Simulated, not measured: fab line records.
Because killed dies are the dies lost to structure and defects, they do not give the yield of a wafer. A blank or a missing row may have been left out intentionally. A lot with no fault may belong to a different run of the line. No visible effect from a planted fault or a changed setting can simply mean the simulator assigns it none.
The tool behind it: which one? + flow nandHarc + Sampling: 24 lots, 72 wafers, 6 of 1159 route steps

## WHAT THE GAUGES SHOWED, per wafer
NHARC_P_M1_CD_MEAS_09 targets a cd of 130 nm.
| lot  | measured     | on       | cdNm (nm)         |
|------|--------------|----------|-------------------|
| L074 | day 6 02:44  | cdSem-02 | 129.5 129.3 128.7 |
| L076 | day 6 09:40  | cdSem-03 | 130.4 130.3 130.1 |
| L075 | day 6 13:21  | cdSem-01 | 129.5 129.9 128.6 |
| L077 | day 6 14:21  | cdSem-02 | 128.7 128.8 129.1 |
| L078 | day 7 04:17  | cdSem-01 | 130.0 129.6 130.5 |
| L079 | day 7 04:44  | cdSem-02 | 128.7 129.4 129.7 |
| L080 | day 7 05:59  | cdSem-01 | 129.8 129.9 129.6 |
| L081 | day 7 14:01  | cdSem-03 | 129.9 128.4 130.0 |
| L082 | day 7 22:50  | cdSem-03 | 129.8 129.3 130.5 |
| L083 | day 8 05:00  | cdSem-02 | 130.3 129.9 130.4 |
| L085 | day 8 14:02  | cdSem-03 | 130.3 129.8 130.4 |
| L084 | day 8 14:23  | cdSem-02 | 129.7 129.2 130.2 |
| L086 | day 9 03:57  | cdSem-02 | 129.8 128.9 128.9 |
| L087 | day 9 04:55  | cdSem-01 | 130.2 129.4 129.7 |
| L088 | day 10 00:47 | cdSem-01 | 129.8 129.5 129.6 |
| L089 | day 10 02:40 | cdSem-03 | 129.5 129.8 128.8 |
| L091 | day 10 05:52 | cdSem-03 | 128.3 129.5 129.3 |
| L090 | day 10 06:49 | cdSem-03 | 129.2 129.4 129.2 |
| L092 | day 10 09:54 | cdSem-03 | 130.1 129.6 129.5 |
| L093 | day 10 12:19 | cdSem-03 | 129.8 129.2 129.3 |
| L094 | day 10 23:41 | cdSem-02 | 130.0 129.5 129.8 |
| L095 | day 11 10:41 | cdSem-02 | 129.7 130.2 130.5 |
| L096 | day 11 11:33 | cdSem-02 | 129.7 130.3 129.7 |
| L097 | day 11 16:34 | cdSem-01 | 129.7 130.3 129.1 |

NHARC_P_M1_THK_MEAS_24: measures by xrf.
| lot  | measured     | on           | thkNm (nm)        |
|------|--------------|--------------|-------------------|
| L074 | day 6 05:21  | filmMetro-01 | 156.4 160.9 160.2 |
| L076 | day 6 12:17  | filmMetro-02 | 158.8 156.3 158.6 |
| L075 | day 6 15:58  | filmMetro-02 | 158.8 157.8 159.0 |
| L077 | day 6 17:30  | filmMetro-01 | 157.0 158.1 157.0 |
| L078 | day 7 06:55  | filmMetro-02 | 156.6 158.1 158.1 |
| L079 | day 7 07:20  | filmMetro-02 | 159.2 159.6 156.9 |
| L080 | day 7 08:41  | filmMetro-02 | 159.9 159.6 157.2 |
| L081 | day 7 16:38  | filmMetro-01 | 157.6 157.9 158.3 |
| L082 | day 8 01:26  | filmMetro-02 | 155.6 158.3 157.2 |
| L083 | day 8 07:36  | filmMetro-01 | 159.8 156.9 155.7 |
| L085 | day 8 16:50  | filmMetro-01 | 158.6 161.6 157.3 |
| L084 | day 8 17:56  | filmMetro-01 | 154.6 156.2 153.4 |
| L086 | day 9 06:37  | filmMetro-01 | 157.5 157.8 158.9 |
| L087 | day 9 07:44  | filmMetro-02 | 155.1 157.5 156.6 |
| L088 | day 10 03:37 | filmMetro-01 | 159.6 159.0 158.7 |
| L089 | day 10 05:38 | filmMetro-01 | 159.0 157.1 158.6 |
| L091 | day 10 08:37 | filmMetro-02 | 155.5 158.4 156.2 |
| L090 | day 10 09:29 | filmMetro-02 | 158.0 158.5 157.0 |
| L092 | day 10 12:31 | filmMetro-01 | 156.9 155.0 157.9 |
| L093 | day 10 15:17 | filmMetro-01 | 159.6 158.2 159.3 |
| L094 | day 11 02:36 | filmMetro-01 | 156.9 156.8 159.4 |
| L095 | day 11 13:25 | filmMetro-02 | 158.6 158.6 157.7 |
| L096 | day 11 14:12 | filmMetro-01 | 157.1 159.5 158.6 |
| L097 | day 11 19:14 | filmMetro-01 | 158.0 158.6 156.8 |

NHARC_P_M2_THK_MEAS_24: measures by xrf.
| lot  | measured     | on           | thkNm (nm)        |
|------|--------------|--------------|-------------------|
| L074 | day 6 09:42  | filmMetro-01 | 143.8 143.7 144.6 |
| L076 | day 6 16:59  | filmMetro-02 | 145.5 143.9 143.9 |
| L075 | day 6 20:34  | filmMetro-02 | 144.6 142.9 144.2 |
| L077 | day 6 21:47  | filmMetro-01 | 145.2 141.4 144.4 |
| L078 | day 7 11:06  | filmMetro-02 | 143.7 145.5 143.2 |
| L079 | day 7 12:01  | filmMetro-02 | 142.3 142.0 143.3 |
| L080 | day 7 12:59  | filmMetro-02 | 143.8 144.0 143.0 |
| L081 | day 7 20:51  | filmMetro-01 | 145.7 143.2 144.6 |
| L082 | day 8 05:27  | filmMetro-01 | 146.5 145.7 142.0 |
| L083 | day 8 12:01  | filmMetro-02 | 146.1 146.6 143.9 |
| L085 | day 8 21:00  | filmMetro-01 | 145.0 144.1 143.1 |
| L084 | day 8 22:05  | filmMetro-01 | 144.0 145.7 144.3 |
| L086 | day 9 10:47  | filmMetro-02 | 142.2 145.3 143.8 |
| L087 | day 9 11:47  | filmMetro-01 | 146.2 143.6 145.2 |
| L088 | day 10 07:55 | filmMetro-02 | 146.0 142.1 144.1 |
| L089 | day 10 09:52 | filmMetro-01 | 145.1 144.5 145.5 |
| L091 | day 10 12:43 | filmMetro-01 | 144.8 143.9 147.6 |
| L090 | day 10 13:41 | filmMetro-01 | 145.6 143.6 143.4 |
| L092 | day 10 16:32 | filmMetro-01 | 143.4 144.6 143.7 |
| L093 | day 10 19:28 | filmMetro-02 | 142.4 146.5 144.7 |
| L094 | day 11 06:47 | filmMetro-02 | 147.1 144.3 143.8 |
| L095 | day 11 17:35 | filmMetro-01 | 146.6 144.2 144.4 |
| L096 | day 11 18:14 | filmMetro-02 | 141.9 146.6 142.9 |
| L097 | day 11 23:28 | filmMetro-01 | 146.4 143.4 140.5 |

## EACH LOT AND THE TOOL THAT RAN IT (in order: tool; ch and the chambers of the sampled wafers; start)
| lot  | NHARC_P_M1_DESCUM_14              | NHARC_P_M1_PRE_CLEAN_32         | NHARC_P_M2_ETCH_28                           |
|------|-----------------------------------|---------------------------------|----------------------------------------------|
| L074 | rieDiel-13 ch 0,1,3, day 6 02:55  | pecvd-02 ch 0,1,2, day 6 05:35  | rieDiel-02 ch 1,2,3, day 6 09:42 or earlier  |
| L076 | rieDiel-09 ch 0,2,3, day 6 09:51  | pecvd-02 ch 0,1,2, day 6 12:41  | rieDiel-02 ch 1,2,3, day 6 16:59 or earlier  |
| L075 | rieDiel-13 ch 0,3, day 6 13:32    | pecvd-01 ch 0,1, day 6 16:13    | rieDiel-06 ch 1,2,3, day 6 20:34 or earlier  |
| L077 | rieDiel-13 ch 0,1,2, day 6 14:32  | pecvd-01 ch 0,1, day 6 17:43    | rieDiel-06 ch 1,2,3, day 6 21:47 or earlier  |
| L078 | rieDiel-13 ch 0,2,3, day 7 04:29  | pecvd-02 ch 0,1,2, day 7 07:10  | rieDiel-06 ch 0,1,2, day 7 11:06 or earlier  |
| L079 | rieDiel-08 ch 0,1, day 7 04:55    | pecvd-02 ch 0,1, day 7 07:35    | rieDiel-06 ch 0,1,2, day 7 12:01 or earlier  |
| L080 | rieDiel-09 ch 0,1,2, day 7 06:11  | pecvd-01 ch 0,2, day 7 08:55    | rieDiel-06 ch 0,1,3, day 7 12:59 or earlier  |
| L081 | rieDiel-13 ch 1,2,3, day 7 14:13  | pecvd-01 ch 0,1, day 7 16:53    | rieDiel-06 ch 1,2, day 7 20:51 or earlier    |
| L082 | rieDiel-09 ch 0,2,3, day 7 23:02  | pecvd-02 ch 0,1, day 8 01:39    | rieDiel-06 ch 0,2,3, day 8 05:27 or earlier  |
| L083 | rieDiel-09 ch 1,2,3, day 8 05:13  | pecvd-02 ch 0,2, day 8 07:59    | rieDiel-06 ch 0,3, day 8 12:01 or earlier    |
| L085 | rieDiel-13 ch 0,2,3, day 8 14:13  | pecvd-03 ch 0,2, day 8 17:03    | rieDiel-06 ch 0,1,3, day 8 21:00 or earlier  |
| L084 | rieDiel-08 ch 0,2,3, day 8 14:34  | pecvd-03 ch 0,1,2, day 8 18:13  | rieDiel-11 ch 0,1,3, day 8 22:05 or earlier  |
| L086 | rieDiel-08 ch 0,1,3, day 9 04:08  | pecvd-03 ch 0,1,2, day 9 06:51  | rieDiel-11 ch 1,2,3, day 9 10:47 or earlier  |
| L087 | rieDiel-08 ch 2,3, day 9 05:07    | pecvd-02 ch 0,1,2, day 9 08:00  | rieDiel-11 ch 0,1,3, day 9 11:47 or earlier  |
| L088 | rieDiel-09 ch 1,2, day 10 01:00   | pecvd-03 ch 0,1,2, day 10 03:56 | rieDiel-02 ch 0,1,2, day 10 07:55 or earlier |
| L089 | rieDiel-09 ch 1,2, day 10 02:51   | pecvd-02 ch 1,2, day 10 05:53   | rieDiel-06 ch 1,2, day 10 09:52 or earlier   |
| L091 | rieDiel-08 ch 0,1,2, day 10 06:03 | pecvd-01 ch 0,1,2, day 10 08:50 | rieDiel-06 ch 0,1,2, day 10 12:43 or earlier |
| L090 | rieDiel-08 ch 0,1,3, day 10 06:59 | pecvd-01 ch 0,1, day 10 09:44   | rieDiel-02 ch 1,3, day 10 13:41 or earlier   |
| L092 | rieDiel-08 ch 0,1,2, day 10 10:05 | pecvd-03 ch 1,2, day 10 12:44   | rieDiel-11 ch 0,1,2, day 10 16:32 or earlier |
| L093 | rieDiel-09 ch 1,2, day 10 12:31   | pecvd-02 ch 0,2, day 10 15:30   | rieDiel-06 ch 2,3, day 10 19:28 or earlier   |
| L094 | rieDiel-08 ch 1,2,3, day 10 23:52 | pecvd-03 ch 0,1, day 11 02:49   | rieDiel-02 ch 0,2,3, day 11 06:47 or earlier |
| L095 | rieDiel-13 ch 0,1, day 11 10:52   | pecvd-03 ch 1,2, day 11 13:38   | rieDiel-06 ch 0,1,3, day 11 17:35 or earlier |
| L096 | rieDiel-09 ch 1,2, day 11 11:45   | pecvd-02 ch 0,1,2, day 11 14:27 | rieDiel-02 ch 1,2, day 11 18:14 or earlier   |
| L097 | rieDiel-08 ch 0,1,3, day 11 16:46 | pecvd-02 ch 0,1,2, day 11 19:28 | rieDiel-11 ch 0,1,2, day 11 23:28 or earlier |
- NHARC_P_M1_DESCUM_14: chemistry O2, time 3 s.
- NHARC_P_M1_PRE_CLEAN_32: time 12 s.
- NHARC_P_M2_ETCH_28: etches the open film in CF4/N2, target depth 30 nm, time 72.99 s.

## AS READ BY THE TOOLS THEMSELVES (means over the sampled wafers that have a number; for cases with no such wafer, the mark the record gives instead)
NHARC_P_M1_DESCUM_14.
| lot  | tool       | drypumpMotorCurrentA (A) | oesProductAu (a.u.) | rfVppV (V) | showerheadPlenumPTorr (Torr) | throttleValvePct (%) |
|------|------------|--------------------------|---------------------|------------|------------------------------|----------------------|
| L074 | rieDiel-13 | 6.2                      | 0.995               | 57.3       | 1.91                         | 11.319               |
| L076 | rieDiel-09 | 5.6                      | 1.002               | 57.3       | 1.90                         | 11.310               |
| L075 | rieDiel-13 | 6.3                      | 0.988               | 58.0       | 1.88                         | 11.314               |
| L077 | rieDiel-13 | 6.0                      | 0.998               | 57.2       | 1.86                         | 11.303               |
| L078 | rieDiel-13 | 6.2                      | 1.002               | 57.5       | 1.87                         | 11.312               |
| L079 | rieDiel-08 | 5.8                      | 1.003               | 57.7       | 1.81                         | 11.311               |
| L080 | rieDiel-09 | 5.5                      | 1.013               | 57.8       | 1.92                         | 11.322               |
| L081 | rieDiel-13 | 6.2                      | 0.998               | 58.5       | 1.90                         | 11.313               |
| L082 | rieDiel-09 | 5.6                      | 1.005               | 57.8       | 1.90                         | 11.315               |
| L083 | rieDiel-09 | 5.4                      | 0.997               | 58.3       | 1.98                         | 11.306               |
| L085 | rieDiel-13 | 6.2                      | 0.997               | 57.9       | 1.87                         | 11.318               |
| L084 | rieDiel-08 | 5.5                      | 0.996               | 57.6       | 1.86                         | 11.307               |
| L086 | rieDiel-08 | 5.7                      | 0.994               | 58.0       | 1.84                         | 11.308               |
| L087 | rieDiel-08 | 5.5                      | 0.993               | 58.0       | 1.87                         | 11.298               |
| L088 | rieDiel-09 | 5.4                      | 0.992               | 57.2       | 2.00                         | 11.317               |
| L089 | rieDiel-09 | 5.4                      | 1.001               | 57.8       | 2.00                         | 11.315               |
| L091 | rieDiel-08 | 5.7                      | 1.001               | 57.5       | 1.82                         | 11.310               |
| L090 | rieDiel-08 | 5.7                      | 0.998               | 58.2       | 1.84                         | 11.308               |
| L092 | rieDiel-08 | 5.7                      | 0.992               | 57.0       | 1.82                         | 11.317               |
| L093 | rieDiel-09 | 5.4                      | 1.007               | 58.8       | 2.00                         | 11.321               |
| L094 | rieDiel-08 | 5.7                      | 0.998               | 57.5       | 1.86                         | 11.319               |
| L095 | rieDiel-13 | 6.0                      | 0.994               | 58.0       | 1.91                         | 11.312               |
| L096 | rieDiel-09 | 5.5                      | 1.000               | 58.2       | 1.93                         | 11.312               |
| L097 | rieDiel-08 | 5.7                      | 0.995               | 58.0       | 1.84                         | 11.310               |

NHARC_P_M1_PRE_CLEAN_32.
| lot  | tool     | heaterPowerOuterW (W) | heaterPowerW (W) |
|------|----------|-----------------------|------------------|
| L074 | pecvd-02 | 354                   | 619              |
| L076 | pecvd-02 | 362                   | 626              |
| L075 | pecvd-01 | 395                   | 687              |
| L077 | pecvd-01 | 371                   | 649              |
| L078 | pecvd-02 | 378                   | 640              |
| L079 | pecvd-02 | 374                   | 624              |
| L080 | pecvd-01 | 355                   | 661              |
| L081 | pecvd-01 | 370                   | 630              |
| L082 | pecvd-02 | 369                   | 649              |
| L083 | pecvd-02 | 354                   | 634              |
| L085 | pecvd-03 | 340                   | 581              |
| L084 | pecvd-03 | 379                   | 650              |
| L086 | pecvd-03 | 369                   | 634              |
| L087 | pecvd-02 | 360                   | 636              |
| L088 | pecvd-03 | 397                   | 674              |
| L089 | pecvd-02 | 390                   | 638              |
| L091 | pecvd-01 | 357                   | 635              |
| L090 | pecvd-01 | 373                   | 643              |
| L092 | pecvd-03 | 416                   | 699              |
| L093 | pecvd-02 | 410                   | 699              |
| L094 | pecvd-03 | 386                   | 686              |
| L095 | pecvd-03 | 364                   | 645              |
| L096 | pecvd-02 | 396                   | 676              |
| L097 | pecvd-02 | 368                   | 646              |

NHARC_P_M2_ETCH_28.
| lot  | tool       | drypumpMotorCurrentA (A) | oesProductAu (a.u.) | rfVppV (V) | showerheadPlenumPTorr (Torr) | throttleValvePct (%) |
|------|------------|--------------------------|---------------------|------------|------------------------------|----------------------|
| L074 | rieDiel-02 | 5.4                      | 0.999               | 313.1      | 2.59                         | 19.793               |
| L076 | rieDiel-02 | 5.5                      | 0.998               | 313.2      | 2.59                         | 19.797               |
| L075 | rieDiel-06 | 5.9                      | 1.008               | 313.1      | 2.53                         | 19.797               |
| L077 | rieDiel-06 | 5.9                      | 1.002               | 312.6      | 2.53                         | 19.801               |
| L078 | rieDiel-06 | 5.5                      | 1.004               | 313.7      | 2.60                         | 19.791               |
| L079 | rieDiel-06 | 5.6                      | 1.003               | 313.6      | 2.60                         | 19.790               |
| L080 | rieDiel-06 | 5.8                      | 1.003               | 314.1      | 2.65                         | 19.797               |
| L081 | rieDiel-06 | 5.6                      | 1.002               | 312.1      | 2.48                         | 19.791               |
| L082 | rieDiel-06 | 6.0                      | 0.999               | 314.0      | 2.63                         | 19.797               |
| L083 | rieDiel-06 | 6.0                      | 1.000               | 315.9      | 2.75                         | 19.799               |
| L085 | rieDiel-06 | 5.8                      | 0.992               | 315.2      | 2.65                         | 19.790               |
| L084 | rieDiel-11 | 6.0                      | 0.998               | 313.7      | 2.62                         | 19.795               |
| L086 | rieDiel-11 | 5.8                      | 0.993               | 312.8      | 2.58                         | 19.798               |
| L087 | rieDiel-11 | 6.0                      | 0.991               | 313.7      | 2.62                         | 19.781               |
| L088 | rieDiel-02 | 5.1                      | 1.002               | 314.0      | 2.64                         | 19.787               |
| L089 | rieDiel-06 | 5.6                      | 1.006               | 311.9      | 2.48                         | 19.779               |
| L091 | rieDiel-06 | 5.5                      | 1.007               | 314.2      | 2.60                         | 19.801               |
| L090 | rieDiel-02 | 5.6                      | 1.001               | 312.9      | 2.57                         | 19.800               |
| L092 | rieDiel-11 | 6.1                      | 0.995               | 313.4      | 2.59                         | 19.800               |
| L093 | rieDiel-06 | 6.0                      | 1.012               | 311.9      | 2.51                         | 19.792               |
| L094 | rieDiel-02 | 5.3                      | 0.996               | 314.7      | 2.62                         | 19.798               |
| L095 | rieDiel-06 | 5.8                      | 0.993               | 315.7      | 2.65                         | 19.792               |
| L096 | rieDiel-02 | 5.3                      | 0.994               | 314.8      | 2.60                         | 19.799               |
| L097 | rieDiel-11 | 6.0                      | 1.001               | 314.2      | 2.59                         | 19.787               |

## THE ANSWER, worked out from the rows above alone
Rule: usual is defined by the lots themselves. Put in order of their means at a reading, lots are off if they are a third of the lots or fewer, leave a main group of 4 or more, and stand apart from it by a gap of 3 or more times the standard deviation of the main group's means; of several such gaps the widest counts. A main group is skipped when, at the precision printed for the reading in the tables above, its means are all equal. A lot without any number at a reading at which 4 lots or more have one is off too. Any other lot the step has rows for is counted as sound. First the gauges in route order, then the tools' own readings, where a lot's mean is used as printed above. The first step at which some lot is off is used, and at that step the reading that is off furthest; a lot without a number counts as furthest.
Across all readings shown, no lot is off: no conclusion can be drawn from this.

## WHAT THE SIMULATOR PUT IN
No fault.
